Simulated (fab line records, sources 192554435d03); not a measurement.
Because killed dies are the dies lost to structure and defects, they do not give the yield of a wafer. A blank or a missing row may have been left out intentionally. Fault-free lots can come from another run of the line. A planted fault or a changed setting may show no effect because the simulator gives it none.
Lot-split experiment -- flow n5Finfet -- route with 1938 steps; 7 lots, 21 wafers read

== ABOUT THE SPLIT ==
At N5_BEOL_M1_PECVD_72 (deposits SiO2 from TEOS/O2, target thk 16 nm, time 18 s), the setting timeS was moved away from the recipe's 18 s on 8 of the 21 wafers read, by -9.8% to +9.8%. The other wafers ran this setting at the recipe's value.

== FROM THE SPLIT TO THE READING: what the file shows between them, 3 steps ==
- N5_BEOL_M1_HM_DEP_02: deposits TiN, target thk 20 nm
- N5_BEOL_M1_COAT_61: time 60 s, resist thk 60 nm
- N5_BEOL_M1_STRIP_97: strips in N2/H2, time 10 s

== THE READING ==
SiO2_of_BEOL_M1_PECVD_72.thkNm (the simulator's own value, which no gauge read), in nm, at N5_BEOL_M1_HM_STRIP_39 (strips TiN in peroxide tin strip, target depth 25 nm, time 158 s). The file does not state a usual value for it. Across the 13 wafers here that went through the recipe, the average is 15.8 nm and the standard deviation 0.34 nm.

wafer,"tool, chamber at the split","timeS as run, s",against the recipe,"SiO2_of_BEOL_M1_PECVD_72.thkNm, nm",against lot-mates on the recipe
L081.1,"pecvd-04, 1",19.77,+9.8%,17.4,+1.2
L081.5,"pecvd-04, 2",19.77,+9.8%,17.8,+1.6
L081.6,"pecvd-04, 1",18,recipe,16.2,-
L077.3,"pecvd-01, 1",16.24,-9.8%,13.6,-2.0
L077.5,"pecvd-01, 1",18,recipe,15.4,-
L077.6,"pecvd-01, 0",18,recipe,15.8,-
L079.1,"pecvd-04, 1,2",18,recipe,16.2,-
L079.3,"pecvd-04, 2",18,recipe,15.6,-
L079.4,"pecvd-04, 1,2",18,recipe,16,-
L080.2,"pecvd-01, 1",18,recipe,15,-
L080.5,"pecvd-01, 1",18,recipe,15.4,-
L080.6,"pecvd-01, 0",19.46,+8.1%,17.2,+2.0
L085.1,"pecvd-01, 2",18,recipe,16,-
L085.2,"pecvd-01, 1",19.12,+6.2%,16.6,+0.8
L085.5,"pecvd-01, 1",18,recipe,15.6,-
L086.1,"pecvd-01, 2",16.65,-7.5%,14.4,-1.6
L086.5,"pecvd-01, 2",18,recipe,16,-
L086.6,"pecvd-01, 0",18,recipe,16,-
L088.1,"pecvd-04, 0",18,recipe,15.6,-
L088.2,"pecvd-04, 2",19.47,+8.2%,17.2,+1.6
L088.5,"pecvd-04, 0",19.47,+8.2%,17,+1.4
Rows listing several chambers each stand for several wafers; the file does not say which wafer went through which chamber.

FIT RESULTS
A straight line over all 21 wafers: SiO2_of_BEOL_M1_PECVD_72.thkNm changes by +0.185 nm for each +1% of timeS; r = +0.95; the points scatter about the line by 0.31 nm.
The same after taking each lot's own level away (the mean of its wafers on the recipe; 21 wafers): +0.182 nm for each +1%; r = +0.97; scatter 0.26 nm.
That fit puts the effect of the largest move of timeS on the reading at 1.8 nm.
The lots' own levels span 15.20 to 16.20 nm, that is 2.9 times the standard deviation above.
The two slopes agree, so the slope changes little with the lot-to-lot level.
Check: with one of the wafers moved furthest among these (+9.8%) left out of the fit, the line predicts +1.86 nm for it against its lot-mates. Against them it came out at +1.2 nm.

== OTHER SPLITS ON THESE WAFERS ==
Note: prior to the reading, these wafers also went through further splits. Each is held against what the fit with the lots' levels taken away leaves over:
other split on the same wafers,wafers away from the commonest value,r with SiO2_of_BEOL_M1_PECVD_72.thkNm (lot level and that fit taken away)
N5_BEOL_M0_SAQP_EXPOSE_37 doseMj,11,-0.01

== THE WHOLE CHAIN: every reading that the file lists as answering this split, in the file's order ==
step,what it does,reading,change (the file's fit),r (the file's)
N5_BEOL_M1_PECVD_72,"deposits SiO2 from TEOS/O2, target thk 16 nm, time 18 s","SiO2_of_BEOL_M1_PECVD_72.thkNm (the simulator's own value, which no gauge read)",+0.178 nm for each +1% of the setting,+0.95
N5_BEOL_M1_HM_STRIP_39,"strips TiN in peroxide tin strip, target depth 25 nm, time 158 s","SiO2_of_BEOL_M1_PECVD_72.thkNm (the simulator's own value, which no gauge read)",+0.188 nm for each +1% of the setting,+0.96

== FILE'S OWN FIT ==
SiO2_of_BEOL_M1_PECVD_72.thkNm changes by +0.188 nm for each +1% of timeS, r = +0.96.
